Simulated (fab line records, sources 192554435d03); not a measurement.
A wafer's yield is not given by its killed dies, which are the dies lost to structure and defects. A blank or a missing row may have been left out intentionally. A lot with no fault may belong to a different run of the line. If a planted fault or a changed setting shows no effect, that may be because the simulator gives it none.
Split-lot trial :: flow n5-finfet :: 21 wafers read from 7 lots, route of 1938 steps

## ON THE SPLIT
At N5_BEOL_M0_SAQP_SPACER1_ALD_98 (deposits SiO2, target thk 12.8 nm, pulse time 1 s, purge time 2 s), the setting temp-c was moved away from the recipe's 300 C on 8 of the 21 wafers read, by -4.4% to -2.0%. This setting was run at the recipe's value on the other wafers.

Reading taken at the split's own step.

## THE READING
SiO2_of_BEOL_M0_SAQP_SPACER1_ALD_98.thk-nm (the simulator's own value, which no gauge read), in nm, at N5_BEOL_M0_SAQP_SPACER1_ALD_98 (deposits SiO2, target thk 12.8 nm, pulse time 1 s, purge time 2 s). There is no usual value for it anywhere in the file. Here, 13 wafers ran the recipe; their average is 12.8 nm with a standard deviation of 0.053 nm.

wafer: L082.4
tool, chamber at the split: ald-sin-04, 2,1,0
temp-c as run, C: 300
against the recipe: recipe
SiO2_of_BEOL_M0_SAQP_SPACER1_ALD_98.thk-nm, nm: 12.8
against lot-mates on the recipe: -

wafer: L082.5
tool, chamber at the split: ald-sin-04, 2,1,0
temp-c as run, C: 300
against the recipe: recipe
SiO2_of_BEOL_M0_SAQP_SPACER1_ALD_98.thk-nm, nm: 12.8
against lot-mates on the recipe: -

wafer: L082.6
tool, chamber at the split: ald-sin-04, 2,1,0
temp-c as run, C: 300
against the recipe: recipe
SiO2_of_BEOL_M0_SAQP_SPACER1_ALD_98.thk-nm, nm: 12.8
against lot-mates on the recipe: -

wafer: L088.2
tool, chamber at the split: ald-sin-02, 0,3,3
temp-c as run, C: 300
against the recipe: recipe
SiO2_of_BEOL_M0_SAQP_SPACER1_ALD_98.thk-nm, nm: 12.8
against lot-mates on the recipe: -

wafer: L088.3
tool, chamber at the split: ald-sin-02, 0,3,3
temp-c as run, C: 300
against the recipe: recipe
SiO2_of_BEOL_M0_SAQP_SPACER1_ALD_98.thk-nm, nm: 12.8
against lot-mates on the recipe: -

wafer: L088.5
tool, chamber at the split: ald-sin-02, 0,3,3
temp-c as run, C: 300
against the recipe: recipe
SiO2_of_BEOL_M0_SAQP_SPACER1_ALD_98.thk-nm, nm: 12.8
against lot-mates on the recipe: -

wafer: L090.2
tool, chamber at the split: ald-sin-03, 2
temp-c as run, C: 300
against the recipe: recipe
SiO2_of_BEOL_M0_SAQP_SPACER1_ALD_98.thk-nm, nm: 12.8
against lot-mates on the recipe: -

wafer: L090.4
tool, chamber at the split: ald-sin-03, 1
temp-c as run, C: 294
against the recipe: -2.0%
SiO2_of_BEOL_M0_SAQP_SPACER1_ALD_98.thk-nm, nm: 13
against lot-mates on the recipe: +0.2

wafer: L090.6
tool, chamber at the split: ald-sin-03, 0
temp-c as run, C: 294
against the recipe: -2.0%
SiO2_of_BEOL_M0_SAQP_SPACER1_ALD_98.thk-nm, nm: 13.2
against lot-mates on the recipe: +0.4

wafer: L092.3
tool, chamber at the split: ald-sin-03, 0
temp-c as run, C: 300
against the recipe: recipe
SiO2_of_BEOL_M0_SAQP_SPACER1_ALD_98.thk-nm, nm: 13
against lot-mates on the recipe: -

wafer: L092.4
tool, chamber at the split: ald-sin-03, 1,2
temp-c as run, C: 286.7
against the recipe: -4.4%
SiO2_of_BEOL_M0_SAQP_SPACER1_ALD_98.thk-nm, nm: 13.4
against lot-mates on the recipe: +0.4

wafer: L092.6
tool, chamber at the split: ald-sin-03, 1,2
temp-c as run, C: 286.7
against the recipe: -4.4%
SiO2_of_BEOL_M0_SAQP_SPACER1_ALD_98.thk-nm, nm: 13.4
against lot-mates on the recipe: +0.4

wafer: L091.1
tool, chamber at the split: ald-sin-04, 1,0
temp-c as run, C: 292.4
against the recipe: -2.5%
SiO2_of_BEOL_M0_SAQP_SPACER1_ALD_98.thk-nm, nm: 13.2
against lot-mates on the recipe: +0.4

wafer: L091.6
tool, chamber at the split: ald-sin-04, 1,0
temp-c as run, C: 292.4
against the recipe: -2.5%
SiO2_of_BEOL_M0_SAQP_SPACER1_ALD_98.thk-nm, nm: 13.2
against lot-mates on the recipe: +0.4

wafer: L091.4
tool, chamber at the split: ald-sin-04, 3
temp-c as run, C: 300
against the recipe: recipe
SiO2_of_BEOL_M0_SAQP_SPACER1_ALD_98.thk-nm, nm: 12.8
against lot-mates on the recipe: -

wafer: L095.1
tool, chamber at the split: ald-sin-04, 1,2
temp-c as run, C: 292.5
against the recipe: -2.5%
SiO2_of_BEOL_M0_SAQP_SPACER1_ALD_98.thk-nm, nm: 13.2
against lot-mates on the recipe: +0.4

wafer: L095.5
tool, chamber at the split: ald-sin-04, 1,2
temp-c as run, C: 292.5
against the recipe: -2.5%
SiO2_of_BEOL_M0_SAQP_SPACER1_ALD_98.thk-nm, nm: 13.2
against lot-mates on the recipe: +0.4

wafer: L095.2
tool, chamber at the split: ald-sin-04, 0
temp-c as run, C: 300
against the recipe: recipe
SiO2_of_BEOL_M0_SAQP_SPACER1_ALD_98.thk-nm, nm: 12.8
against lot-mates on the recipe: -

wafer: L096.1
tool, chamber at the split: ald-sin-03, 3,2,0
temp-c as run, C: 300
against the recipe: recipe
SiO2_of_BEOL_M0_SAQP_SPACER1_ALD_98.thk-nm, nm: 12.8
against lot-mates on the recipe: -

wafer: L096.3
tool, chamber at the split: ald-sin-03, 3,2,0
temp-c as run, C: 300
against the recipe: recipe
SiO2_of_BEOL_M0_SAQP_SPACER1_ALD_98.thk-nm, nm: 12.8
against lot-mates on the recipe: -

wafer: L096.5
tool, chamber at the split: ald-sin-03, 3,2,0
temp-c as run, C: 300
against the recipe: recipe
SiO2_of_BEOL_M0_SAQP_SPACER1_ALD_98.thk-nm, nm: 12.8
against lot-mates on the recipe: -
The file does not say which wafer passed through which chamber wherever a row lists several chambers: such a row stands for several wafers.

FIT RESULTS
A straight line over all 21 wafers: SiO2_of_BEOL_M0_SAQP_SPACER1_ALD_98.thk-nm changes by -0.139 nm for each +1% of temp-c; r = -0.97; the points scatter about the line by 0.058 nm.
The same after taking each lot's own level away (the mean of its wafers on the recipe; 21 wafers): -0.115 nm for each +1%; r = -0.93; scatter 0.071 nm.
That fit puts the effect of the largest move of temp-c on the reading at 0.51 nm.
The span of the lots' own levels, 12.80 to 13.00 nm, comes to 3.8 times the standard deviation stated above.
Thus the slope moves with the lot-to-lot level: the two fits are different.
Check: +0.579 nm against its lot-mates is what the line predicts for one of the wafers moved furthest among these (-4.4%) when that wafer is left out of the fit. Against them it came out at +0.4 nm.

## THESE WAFERS: OTHER SPLITS
Note: prior to the reading, these wafers also went through further splits. Each is held against what the fit with the lots' levels taken away leaves over:
other split on the same wafers: N5_SD_EPI_N_EPI_21 time-s
wafers away from the commonest value: 6
r with SiO2_of_BEOL_M0_SAQP_SPACER1_ALD_98.thk-nm (lot level and that fit taken away): +0.30

other split on the same wafers: N5_SDB_COAT_05 spin-rpm
wafers away from the commonest value: 8
r with SiO2_of_BEOL_M0_SAQP_SPACER1_ALD_98.thk-nm (lot level and that fit taken away): +0.17

other split on the same wafers: N5_SDB_ALD_29 ald-cycles
wafers away from the commonest value: 7
r with SiO2_of_BEOL_M0_SAQP_SPACER1_ALD_98.thk-nm (lot level and that fit taken away): +0.43

other split on the same wafers: N5_MOL_CONTACT_COAG_COAT_02 spin-rpm
wafers away from the commonest value: 7
r with SiO2_of_BEOL_M0_SAQP_SPACER1_ALD_98.thk-nm (lot level and that fit taken away): +0.34

other split on the same wafers: N5_MOL_CONTACT_COAG_ALD_27 ald-cycles
wafers away from the commonest value: 9
r with SiO2_of_BEOL_M0_SAQP_SPACER1_ALD_98.thk-nm (lot level and that fit taken away): -0.23

other split on the same wafers: N5_MOL_CONTACT_COAG_PECVD_31 time-s
wafers away from the commonest value: 10
r with SiO2_of_BEOL_M0_SAQP_SPACER1_ALD_98.thk-nm (lot level and that fit taken away): +0.01

other split on the same wafers: N5_BEOL_M0_SAQP_COAT_81 spin-rpm
wafers away from the commonest value: 5
r with SiO2_of_BEOL_M0_SAQP_SPACER1_ALD_98.thk-nm (lot level and that fit taken away): +0.39

other split on the same wafers: N5_BEOL_M0_SAQP_MANDREL_ETCH_20 over-etch-frac
wafers away from the commonest value: 3
r with SiO2_of_BEOL_M0_SAQP_SPACER1_ALD_98.thk-nm (lot level and that fit taken away): +0.07

## FILE'S OWN FIT
SiO2_of_BEOL_M0_SAQP_SPACER1_ALD_98.thk-nm changes by -0.121 nm for each +1% of temp-c, r = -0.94.
